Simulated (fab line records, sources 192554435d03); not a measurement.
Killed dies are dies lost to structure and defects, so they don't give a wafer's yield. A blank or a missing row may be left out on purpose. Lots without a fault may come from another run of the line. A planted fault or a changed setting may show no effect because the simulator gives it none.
fab line records | flow n5_finfet
record lots=4 wafers=12 last_day=24
route steps=1938 shown BEOL_M1@821 BEOL_M2@841 BEOL_M4@1111 PASSIVATION@1936
lots that met no fault: from a run of the same line without faults
start_h: hours from the record's first day to the start of the lot's first wafer shown | wait_h: hours since the lot's step before | " the same as in the row above | L1.1+2: a row that stands for several wafers | - no value, or no start given | * or withheld: withheld | < > ~ a bound
route shown NAME@n: a module of which the file shows steps, and the number in the route of the first | usual: mean/standard deviation of fault-free wafers | same: alike in all rows | chamber/n: place in a boat | sites: the reading at each site | _std_site: their standard deviation | _edge_site: outer sites' mean less inner sites' | radius_mm: how far each site lies from the wafer's centre | mask NAME#n: copy n | behind: the tool/chamber that last shaped the wafer | hold: why the lot was held/for how many hours/how that ended | device: the transistor (n, p or np) that didn't switch | end of line: the same wafers' tests at the end of the route | a step without rows: its recipe alone | killed: dies lost to structure and defects at the first sort, not the wafer's yield | map: a wafer's dies, x killed, . not, _ none there
set.NAME: the setting as run; set.NAME@STEP: as run at that earlier step | model.NAME: the simulator's own value behind a step, which no gauge read
lots at some steps of the route; a table a step, a row a wafer
services: from which hour (start_h, from the record's first day; less than 0 if before it) a tool's chamber was out of use, for how many hours, and why
## steps
# step N5_BEOL_M1_ANNEAL_87
# recipe temp_c=400 time_s=240 ambient=vacuum
# step N5_BEOL_M1_SPUTTER_88
# recipe material=Cu target_thk_a=45 temp_c=-20 chamber_pressure_pa=0.07 power_w=withheld time_s=8.29
# step N5_BEOL_M1_ANNEAL_89
# recipe temp_c=400 time_s=240 ambient=vacuum
# step N5_BEOL_M1_SPUTTER_90
# recipe material=Cu target_thk_a=45 temp_c=-20 chamber_pressure_pa=0.07 power_w=withheld time_s=8.29
# step N5_BEOL_M1_ANNEAL_91
# recipe temp_c=400 time_s=240 ambient=vacuum
# step N5_BEOL_M1_SPUTTER_92
# recipe material=Cu target_thk_a=45 temp_c=-20 chamber_pressure_pa=0.07 power_w=withheld time_s=8.29
# step N5_BEOL_M1_ANNEAL_93
# recipe temp_c=400 time_s=240 ambient=vacuum
# step N5_BEOL_M1_SPUTTER_94
# recipe material=Cu target_thk_a=45 temp_c=-20 chamber_pressure_pa=0.07 power_w=withheld time_s=8.29
# step N5_BEOL_M1_ANNEAL_95
# recipe temp_c=400 time_s=240 ambient=vacuum
# step N5_BEOL_M1_SPUTTER_96
# recipe material=Cu target_thk_a=45 temp_c=-20 chamber_pressure_pa=0.07 power_w=withheld time_s=8.29
# step N5_BEOL_M1_ECD_50
# recipe material=Cu target_thk_a=3000
# step N5_BEOL_M1_ANNEAL_51
# recipe temp_c=225 time_s=90 ambient=N2
# step N5_BEOL_M1_CMP_52
# recipe stop_on=SiOC t_overpolish_s=6.8 down_force_psi=1 platen_rpm=50 clearing_platen_down_force_psi=1.5 clearing_platen_rpm=50 post_cmp_clean=cu_alkaline target_thk_nm=40 clearing_platen_pad_velocity_m_s=0.99484 pad_velocity_m_s=0.99484
# usual barrier_field_endpoint_s=24.8/0.65 motor_current_A=5.8/0.55 overpolish_run_s=6.800/0.0086 pad_life_wafers=1152/660 platen_rpm=50.00/0.033 time_to_endpoint_s=63/3.5
# same t_overpolish_s=6.8
# columns lot.wafer tool chamber start_h wait_h barrier_field_endpoint_s motor_current_A overpolish_run_s pad_life_wafers platen_rpm time_to_endpoint_s
L825.4 cmp-03 1 226.71 0.2 24.9 5.9 6.798 1579 50.03 68
L825.5 " 0 " " 23.6 5.3 6.806 - 49.98 60
L825.6 " 1 " " 24.3 6.1 6.801 - 50.00 64
L826.4 cmp-03 3 230.79 0.1 24.3 6.0 6.807 1608 50.00 60
L826.2 " 1 " " 24.9 6.1 6.794 1610 50.02 64
L826.3 " 2 " " 41.3 6.3 0.044 1611 50.00 80
L827.1 cmp-03 2 243.82 0.3 41.3 6.5 0.027 1723 50.03 80
L827.4 " 0 " " 25.2 5.5 6.797 1725 50.05 61
L827.6 " 1 " " 26.1 6.1 6.801 - 49.98 67
L840.1 cmp-01 0 270.02 0.3 24.4 5.9 6.797 1333 49.96 64
L840.3 " 1 " " 24.7 6.2 6.815 1334 50.04 63
L840.5 " 3 " " 25.6 6.1 6.779 - 50.04 68
# step N5_BEOL_M1_THK_MEAS_53
# recipe thk_meas_gauge=xrf reads=Cu_of_BEOL_M1_ECD_50
# usual M1_THK=39.4/1.6
# columns lot.wafer tool chamber start_h wait_h M1_THK[nm]
L825.4 film_metro-01 - 226.97 - 40.8
L825.5 " - " " 42.5
L825.6 " - " " 40.9
L826.2 film_metro-02 - 231.09 - 41.3
L826.3 " - " " 138.8
L826.4 " - " " 41.7
L827.1 film_metro-01 - 244.08 - 140.7
L827.4 " - " " 39.6
L827.6 " - " " 40.5
L840.1 film_metro-01 - 270.28 - 38.3
L840.3 " - " " 37.3
L840.5 " - " " 40.3
# step N5_BEOL_M1_PRE_CLEAN_60
# recipe gas=NH3/H2 time_s=15 temp_c=* rf_power_w=300
# step N5_BEOL_M1_CO_CAP_55
# recipe material=Co target_thk_a=20 temp_c=200 precursor=CCTBA/H2 pressure_torr=30 time_s=102.1
# step N5_BEOL_M1_PRE_CLEAN_56
# recipe gas=NH3 time_s=15 temp_c=withheld rf_power_w=300
# step N5_BEOL_M1_DEP_57
# recipe material=SiCN target_thk_a=80 temp_c=withheld precursor=3MS/NH3 pressure_torr=3 rf_w=202 time_s=14
# step N5_BEOL_M1_INSPECT_59
# recipe inspect_instrument=darkfield mode=post_dep
# usual raw_defect_count=72/23
# columns lot.wafer tool chamber start_h wait_h raw_defect_count
L825.4 defect_inspect-01 - 227.26 0.0 143
L825.5 " - " " 144
L825.6 " - " " 104
L826.2 defect_inspect-02 - 231.40 0.0 67
L826.3 " - " " 1537
L826.4 " - " " 37
L827.1 defect_inspect-01 - 244.37 0.0 1522
L827.4 " - " " 105
L827.6 " - " " 124
L840.1 defect_inspect-01 - 270.59 0.0 104
L840.3 " - " " 84
L840.5 " - " " 86
# step N5_BEOL_M2_ILD_DEP_00
# recipe material=SiOC target_thk_a=790 temp_c=350 precursor=DEMS/O2 pressure_torr=5 rf_w=500 time_s=15.3
# step N5_BEOL_M2_PECVD_72
# recipe material=SiO2 target_thk_a=160 temp_c=400 precursor=TEOS/O2 pressure_torr=5.5 rf_w=450 teos_flow_sccm=53.8 gas=O2 flow_sccm=3000 time_s=18
# step N5_BEOL_M2_HM_DEP_02
# recipe material=TiN target_thk_a=200 temp_c=25 chamber_pressure_pa=0.49996
# step N5_BEOL_M2_COAT_61
# recipe resist=SOC temp_c=250 time_s=60 spin_rpm=1500 resist_thk_nm=60
# step N5_BEOL_M2_COAT_62
# recipe resist=SiARC temp_c=220 time_s=60 spin_rpm=1500 resist_thk_nm=12
# step N5_BEOL_M2_COAT_73
# recipe resist=underlayer temp_c=205 time_s=60 spin_rpm=1500 resist_thk_nm=5
# step N5_BEOL_M2_COAT_05
# recipe resist=CAR-EUV spin_rpm=1500 resist_thk_nm=30
# step N5_BEOL_M2_EBR_07
# recipe solvent=PGMEA ebr_width_mm=1.5
# step N5_BEOL_M2_SOFTBAKE_06
# recipe temp_c=110 time_s=60 resist=CAR-EUV
# step N5_BEOL_M2_EXPOSE_08
# recipe mask_id=M2 na=0.33 source_shape=dipole sigma_inner=0.369 sigma_outer=0.767 polarization=unpolarized dose_mj=41.25
# step N5_BEOL_M2_PEB_09
# recipe peb_temp_c=100 peb_time_s=60 resist=CAR-EUV
# step N5_BEOL_M2_DEVELOP_10
# recipe develop_time_s=30 developer=TMAH resist=CAR-EUV rinse_liquid=surfactant_rinse dry=air_spin dev_temp_c=23
# step N5_BEOL_M2_DESCUM_16
# recipe chemistry=O2 time_s=7 source_power_w=50 bias_power_w=20 pressure_mtorr=20 rf_frequency_hz=2.712e+07 temp_c=40 resist=CAR-EUV o2_flow_sccm=225
# step N5_BEOL_M2_ETCH_74
# recipe chemistry=N2/H2 target=underlayer target_depth_a=65 mask_material=CAR-EUV time_s=5.2 ion_energy_ev=200 pressure_mtorr=30 source_w=840 bias_w=150 n2_flow_sccm=200 h2_flow_sccm=200 ends=cleared
# step N5_BEOL_M2_ETCH_63
# recipe chemistry=CF4 target=SiARC target_depth_a=156 mask_material=CAR-EUV time_s=26 ion_energy_ev=80 pressure_mtorr=40 source_w=545 bias_w=36 Ar_flow_sccm=100 cf4_flow_sccm=100 ends=cleared
# step N5_BEOL_M2_ETCH_64
# recipe chemistry=N2/H2 target=SOC target_depth_a=750 overetch_a=225 mask_material=SiARC temp_c=40 time_s=121.9 ion_energy_ev=200 pressure_mtorr=30 source_w=840 bias_w=150 n2_flow_sccm=200 h2_flow_sccm=200
# step N5_BEOL_M2_STRIP_65
# recipe chemistry=N2/H2 temp_c=40 n2_flow_sccm=200 h2_flow_sccm=200 rf_frequency_hz=6e+07
# step N5_BEOL_M2_STRIP_75
# recipe chemistry=N2/H2 temp_c=40 n2_flow_sccm=200 h2_flow_sccm=200 rf_frequency_hz=6e+07
# step N5_BEOL_M4_RC_MEAS_101
# usual DIBL_N=35.8/1.6 DIBL_P=35.6/2 IOFF_N=0.15/0.031 IOFF_P=0.20/0.033 ION_N=668/12 ION_P=459/6.8 SS_N=71.4/0.53 SS_P=73.1/0.63 VT_N=250/3.5 VT_P=-251/3
# columns lot.wafer tool chamber start_h wait_h DIBL_N[mV/V] DIBL_P[mV/V] IOFF_N[nA/um] IOFF_P[nA/um] ION_N[uA/um] ION_P[uA/um] SS_N[mV/dec] SS_P[mV/dec] VT_N[mV] VT_P[mV]
L825.4 prober-01 0 353.53 0.5 34.9 33.2 0.13 0.19 660 462 71.2 71.7 251 -249
L825.5 " 0 " " 36.4 35.1 0.16 0.23 685 470 71.9 73.1 249 -247
L825.6 " 0 " " 35.8 34.8 0.15 0.22 674 464 71.5 72.1 251 -247
L826.2 prober-02 0 360.63 0.2 36.1 31.5 0.13 0.17 656 452 71.5 73.6 252 -251
L826.4 " 0 " " 38.8 35.4 0.17 0.22 664 454 71.9 74.1 250 -249
L827.4 prober-01 0 388.01 0.5 35.3 36.8 0.14 0.20 659 461 70.5 72.3 255 -251
L827.6 " 0 " " 35.2 35.7 0.13 0.19 662 459 71.5 72.0 251 -250
L840.1 prober-01 0 459.93 0.0 35.1 33.7 0.12 0.16 668 458 71.6 73.0 253 -254
L840.3 " 0 " " 38.2 37.8 0.17 0.23 669 455 72.1 73.5 249 -248
L840.5 " 0 " " 36.1 34.3 0.12 0.17 661 453 71.1 72.6 252 -253
# step N5_PASSIVATION_PROBE_49
# usual defect_limited_yield=90.7/1.5 killed_at_M0_to_M3=38/11 killed_at_M4_up=15/5.5 killed_at_contacts=12/6 killed_at_front_end=41/11 killed_at_other=3.5/2.7 killed_dies=110/18 killed_on_rim=15/3.6 killed_open=72/13 killed_short=35/8.7 sort_bin_5_function=5.5/1.1 sort_bin_6_memory=3.4/0.63 sort_n_pass=1070/18 sort_yield_pct=90.7/1.5
# same gross_dies=1180 killed_at_back_side=0 sort_bin_4_leakage[%]=0 sort_bin_8_speed[%]=0
# columns lot.wafer tool chamber start_h wait_h defect_limited_yield[%] killed_at_M0_to_M3 killed_at_M4_up killed_at_contacts killed_at_front_end killed_at_other killed_dies killed_on_rim killed_open killed_short sort_bin_5_function[%] sort_bin_6_memory[%] sort_n_pass sort_yield_pct[%]
L825.4 prober-01 - 463.37 0.2 90.3 44 11 22 37 0 114 14 77 37 5.4 4.0 1066 90.3
L825.5 prober-01 - 463.42 0.2 89.8 52 18 10 40 0 120 20 80 40 6.1 3.7 1060 89.8
L825.6 prober-01 - 463.47 0.3 88.0 49 26 25 40 2 142 18 92 50 6.7 5.0 1038 88.0
L826.2 prober-02 - 474.73 0.1 89.1 48 15 15 43 8 129 19 89 37 6.4 4.4 1051 89.1
L826.3 prober-02 - 474.78 0.1 0 1110 25 16 25 4 1180 152 90 40 6.9 3.8 0 0
L826.4 prober-02 - 474.83 0.2 86.8 62 21 24 45 4 156 21 101 52 8.0 4.9 1024 86.8
L827.1 prober-02 - 507.25 0.0 0 1115 15 6 44 0 1180 152 72 23 4.4 3.4 0 0
L827.4 prober-02 - 507.40 0.2 91.0 35 20 11 40 0 106 15 63 41 5.8 3.0 1074 91.0
L827.6 prober-02 - 507.50 0.3 92.5 26 15 9 38 0 88 10 73 15 4.7 2.7 1092 92.5
L840.1 prober-01 - 564.40 0.0 90.9 30 21 11 42 3 107 15 63 34 5.8 2.6 1073 90.9
L840.3 prober-01 - 564.50 0.1 90.0 25 15 23 51 4 118 18 71 45 5.5 4.2 1062 90.0
L840.5 prober-01 - 564.60 0.2 91.8 21 11 13 48 4 97 17 58 33 4.2 3.2 1083 91.8
# killed by level:class
L825.4 MOL_CONTACT_COAG:geometric_particle:open=17 STI_FIN_REVEAL:geometric_particle:open=13 BEOL_M1:geometric_particle:open=13 BEOL_M0_SAQP:geometric_particle:short=9 FIN_SAQP:geometric_particle:short=6 BEOL_M0_SAQP:geometric_particle:open=6 FIN_SAQP:geometric_particle:open=5 GATE_CUT:geometric_particle:short=5
L825.5 BEOL_M0_SAQP:geometric_particle:short=14 STI_FIN_REVEAL:geometric_particle:open=12 BEOL_M0_SAQP:geometric_particle:open=11 MOL_CONTACT_COAG:geometric_particle:open=10 BEOL_M4:geometric_particle:open=10 BEOL_M1:geometric_particle:open=10 BEOL_M3:geometric_particle:open=5 STARTING-WAFER:geometric_particle:short=5
L825.6 MOL_CONTACT_COAG:geometric_particle:open=18 BEOL_M0_SAQP:geometric_particle:open=15 BEOL_M4:geometric_particle:open=13 BEOL_M0_SAQP:geometric_particle:short=12 FIN_SAQP:geometric_particle:short=11 STI_FIN_REVEAL:geometric_particle:open=10 FIN_SAQP:geometric_particle:open=7 MOL_CONTACT_COAG:geometric_particle:short=7
L826.2 MOL_CONTACT_COAG:geometric_particle:open=13 BEOL_M2:geometric_particle:open=13 STI_FIN_REVEAL:geometric_particle:open=9 BEOL_M0_SAQP:geometric_particle:short=8 FIN_SAQP:geometric_particle:open=7 FIN_SAQP:geometric_particle:short=7 BEOL_M0_SAQP:geometric_particle:open=7 BEOL_M3:geometric_particle:open=7
L826.3 BEOL_M1:area_cmp=1049 MOL_CONTACT_COAG:geometric_particle:open=15 BEOL_M0_SAQP:geometric_particle:open=14 BEOL_M4:geometric_particle:open=12 BEOL_M0_SAQP:geometric_particle:short=11 BEOL_M2:geometric_particle:open=9 BEOL_M3:geometric_particle:open=8 FIN_SAQP:geometric_particle:open=6
L826.4 MOL_CONTACT_COAG:geometric_particle:open=18 BEOL_M0_SAQP:geometric_particle:short=14 BEOL_M2:geometric_particle:open=13 FIN_SAQP:geometric_particle:short=12 BEOL_M0_SAQP:geometric_particle:open=10 BEOL_M3:geometric_particle:open=10 DUMMY_GATE:geometric_particle:open=9 STI_FIN_REVEAL:geometric_particle:open=8
L827.1 BEOL_M1:area_cmp=1084 FIN_SAQP:geometric_particle:open=10 BEOL_M1:geometric_particle:open=10 GATE_CUT:geometric_particle:short=7 BEOL_M4:geometric_particle:open=7 DUMMY_GATE:geometric_particle:open=6 BEOL_M3:geometric_particle:open=6 MOL_CONTACT_COAG:geometric_particle:open=6
L827.4 FIN_SAQP:geometric_particle:open=12 BEOL_M4:geometric_particle:open=11 BEOL_M1:geometric_particle:open=10 BEOL_M0_SAQP:geometric_particle:short=7 MOL_CONTACT_COAG:geometric_particle:short=6 FIN_SAQP:geometric_particle:short=5 GATE_CUT:geometric_particle:short=5 MOL_CONTACT_COAG:geometric_particle:open=5
L827.6 FIN_SAQP:geometric_particle:open=11 MOL_CONTACT_COAG:geometric_particle:open=9 BEOL_M1:geometric_particle:open=9 BEOL_M4:geometric_particle:open=7 BEOL_M3:geometric_particle:open=5 STARTING-WAFER:geometric_particle:open=5 FIN_SAQP:geometric_particle:short=4 BEOL_M2:geometric_particle:open=4
L840.1 FIN_SAQP:geometric_particle:short=10 MOL_CONTACT_COAG:geometric_particle:open=9 BEOL_M0_SAQP:geometric_particle:open=8 STI_FIN_REVEAL:geometric_particle:open=7 BEOL_M0_SAQP:geometric_particle:short=7 HKMG_FIN:area_etch=7 BEOL_M1:geometric_particle:open=6 FIN_SAQP:geometric_particle:open=5
L840.3 MOL_CONTACT_COAG:geometric_particle:open=17 FIN_SAQP:geometric_particle:short=13 FIN_SAQP:geometric_particle:open=9 BEOL_M2:geometric_particle:open=7 STI_FIN_REVEAL:geometric_particle:open=6 MOL_CONTACT_COAG:geometric_particle:short=6 GATE_CUT:geometric_particle:short=5 BEOL_M0_SAQP:geometric_particle:open=5
L840.5 MOL_CONTACT_COAG:geometric_particle:open=11 FIN_SAQP:geometric_particle:open=10 FIN_SAQP:geometric_particle:short=8 STI_FIN_REVEAL:geometric_particle:open=7 HKMG_FIN:area_etch=5 DUMMY_GATE:geometric_particle:open=4 GATE_CUT:geometric_particle:short=4 BEOL_M0_SAQP:geometric_particle:short=4
# map L826.3 (x killed, . not)
_________________xxxxxxxxxxxx________________
______________xxxxxxxxxxxxxxxxxx_____________
___________xxxxxxxxxxxxxxxxxxxxxxxx__________
__________xxxxxxxxxxxxxxxxxxxxxxxxxx_________
________xxxxxxxxxxxxxxxxxxxxxxxxxxxxxx_______
_______xxxxxxxxxxxxxxxxxxxxxxxxxxxxxxxx______
______xxxxxxxxxxxxxxxxxxxxxxxxxxxxxxxxxx_____
_____xxxxxxxxxxxxxxxxxxxxxxxxxxxxxxxxxxxx____
____xxxxxxxxxxxxxxxxxxxxxxxxxxxxxxxxxxxxxx___
___xxxxxxxxxxxxxxxxxxxxxxxxxxxxxxxxxxxxxxxx__
___xxxxxxxxxxxxxxxxxxxxxxxxxxxxxxxxxxxxxxxx__
__xxxxxxxxxxxxxxxxxxxxxxxxxxxxxxxxxxxxxxxxxx_
__xxxxxxxxxxxxxxxxxxxxxxxxxxxxxxxxxxxxxxxxxx_
_xxxxxxxxxxxxxxxxxxxxxxxxxxxxxxxxxxxxxxxxxxxx
_xxxxxxxxxxxxxxxxxxxxxxxxxxxxxxxxxxxxxxxxxxxx
_xxxxxxxxxxxxxxxxxxxxxxxxxxxxxxxxxxxxxxxxxxxx
_xxxxxxxxxxxxxxxxxxxxxxxxxxxxxxxxxxxxxxxxxxxx
_xxxxxxxxxxxxxxxxxxxxxxxxxxxxxxxxxxxxxxxxxxxx
_xxxxxxxxxxxxxxxxxxxxxxxxxxxxxxxxxxxxxxxxxxxx
_xxxxxxxxxxxxxxxxxxxxxxxxxxxxxxxxxxxxxxxxxxxx
_xxxxxxxxxxxxxxxxxxxxxxxxxxxxxxxxxxxxxxxxxxxx
__xxxxxxxxxxxxxxxxxxxxxxxxxxxxxxxxxxxxxxxxxx_
__xxxxxxxxxxxxxxxxxxxxxxxxxxxxxxxxxxxxxxxxxx_
___xxxxxxxxxxxxxxxxxxxxxxxxxxxxxxxxxxxxxxxx__
___xxxxxxxxxxxxxxxxxxxxxxxxxxxxxxxxxxxxxxxx__
____xxxxxxxxxxxxxxxxxxxxxxxxxxxxxxxxxxxxxx___
_____xxxxxxxxxxxxxxxxxxxxxxxxxxxxxxxxxxxx____
______xxxxxxxxxxxxxxxxxxxxxxxxxxxxxxxxxx_____
_______xxxxxxxxxxxxxxxxxxxxxxxxxxxxxxxx______
________xxxxxxxxxxxxxxxxxxxxxxxxxxxxxx_______
__________xxxxxxxxxxxxxxxxxxxxxxxxxx_________
___________xxxxxxxxxxxxxxxxxxxxxxxx__________
______________xxxxxxxxxxxxxxxxxx_____________
_________________xxxxxxxxxxxx________________
# map L827.1 (x killed, . not)
_________________xxxxxxxxxxxx________________
______________xxxxxxxxxxxxxxxxxx_____________
___________xxxxxxxxxxxxxxxxxxxxxxxx__________
__________xxxxxxxxxxxxxxxxxxxxxxxxxx_________
________xxxxxxxxxxxxxxxxxxxxxxxxxxxxxx_______
_______xxxxxxxxxxxxxxxxxxxxxxxxxxxxxxxx______
______xxxxxxxxxxxxxxxxxxxxxxxxxxxxxxxxxx_____
_____xxxxxxxxxxxxxxxxxxxxxxxxxxxxxxxxxxxx____
____xxxxxxxxxxxxxxxxxxxxxxxxxxxxxxxxxxxxxx___
___xxxxxxxxxxxxxxxxxxxxxxxxxxxxxxxxxxxxxxxx__
___xxxxxxxxxxxxxxxxxxxxxxxxxxxxxxxxxxxxxxxx__
__xxxxxxxxxxxxxxxxxxxxxxxxxxxxxxxxxxxxxxxxxx_
__xxxxxxxxxxxxxxxxxxxxxxxxxxxxxxxxxxxxxxxxxx_
_xxxxxxxxxxxxxxxxxxxxxxxxxxxxxxxxxxxxxxxxxxxx
_xxxxxxxxxxxxxxxxxxxxxxxxxxxxxxxxxxxxxxxxxxxx
_xxxxxxxxxxxxxxxxxxxxxxxxxxxxxxxxxxxxxxxxxxxx
_xxxxxxxxxxxxxxxxxxxxxxxxxxxxxxxxxxxxxxxxxxxx
_xxxxxxxxxxxxxxxxxxxxxxxxxxxxxxxxxxxxxxxxxxxx
_xxxxxxxxxxxxxxxxxxxxxxxxxxxxxxxxxxxxxxxxxxxx
_xxxxxxxxxxxxxxxxxxxxxxxxxxxxxxxxxxxxxxxxxxxx
_xxxxxxxxxxxxxxxxxxxxxxxxxxxxxxxxxxxxxxxxxxxx
__xxxxxxxxxxxxxxxxxxxxxxxxxxxxxxxxxxxxxxxxxx_
__xxxxxxxxxxxxxxxxxxxxxxxxxxxxxxxxxxxxxxxxxx_
___xxxxxxxxxxxxxxxxxxxxxxxxxxxxxxxxxxxxxxxx__
___xxxxxxxxxxxxxxxxxxxxxxxxxxxxxxxxxxxxxxxx__
____xxxxxxxxxxxxxxxxxxxxxxxxxxxxxxxxxxxxxx___
_____xxxxxxxxxxxxxxxxxxxxxxxxxxxxxxxxxxxx____
______xxxxxxxxxxxxxxxxxxxxxxxxxxxxxxxxxx_____
_______xxxxxxxxxxxxxxxxxxxxxxxxxxxxxxxx______
________xxxxxxxxxxxxxxxxxxxxxxxxxxxxxx_______
__________xxxxxxxxxxxxxxxxxxxxxxxxxx_________
___________xxxxxxxxxxxxxxxxxxxxxxxx__________
______________xxxxxxxxxxxxxxxxxx_____________
_________________xxxxxxxxxxxx________________
## services
# columns tool chamber start_h hours kind
cmp-01 - 218.03 4.3 pm
cmp-01 - 222.72 0.7 repair
cmp-03 - 248.13 1.2 repair
## key
first_sign step=N5_BEOL_M1_CMP_52 reading=overpolish_run_s direction=down sigmas=99+ usual=6.800 struck=0.035
effect step=N5_BEOL_M1_CMP_52 reading=barrier_field_endpoint_s direction=up sigmas=25 usual=24.8 struck=41.3
effect step=N5_BEOL_M1_THK_MEAS_53 reading=M1_THK direction=up sigmas=64 usual=39.4 struck=139.7
effect step=N5_BEOL_M1_INSPECT_59 reading=raw_defect_count direction=up sigmas=63 usual=72 struck=1530
effect step=N5_PASSIVATION_PROBE_49 reading=killed_at_M0_to_M3 direction=up sigmas=99+ usual=38 struck=1112
more_kills_born_at N5_BEOL_M1_CMP_52@cmp-03=2133
met_at N5_BEOL_M1_CMP_52
struck_wafers L826.3,L827.1
later_rows_left_out L826.3,L827.1
onset_between 226.71 230.79
fault kind=process_parameter_drift tool=cmp-03 chamber=- onset_h=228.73 steps=N5_BEOL_M1_CMP_52 channel=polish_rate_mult offset=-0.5 shape=step end_h=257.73 scope=struck_wafers_only
# later_rows_left_out: the simulator's readings of these wafers behind a module that went badly wrong aren't trusted and aren't shown, but for the sort
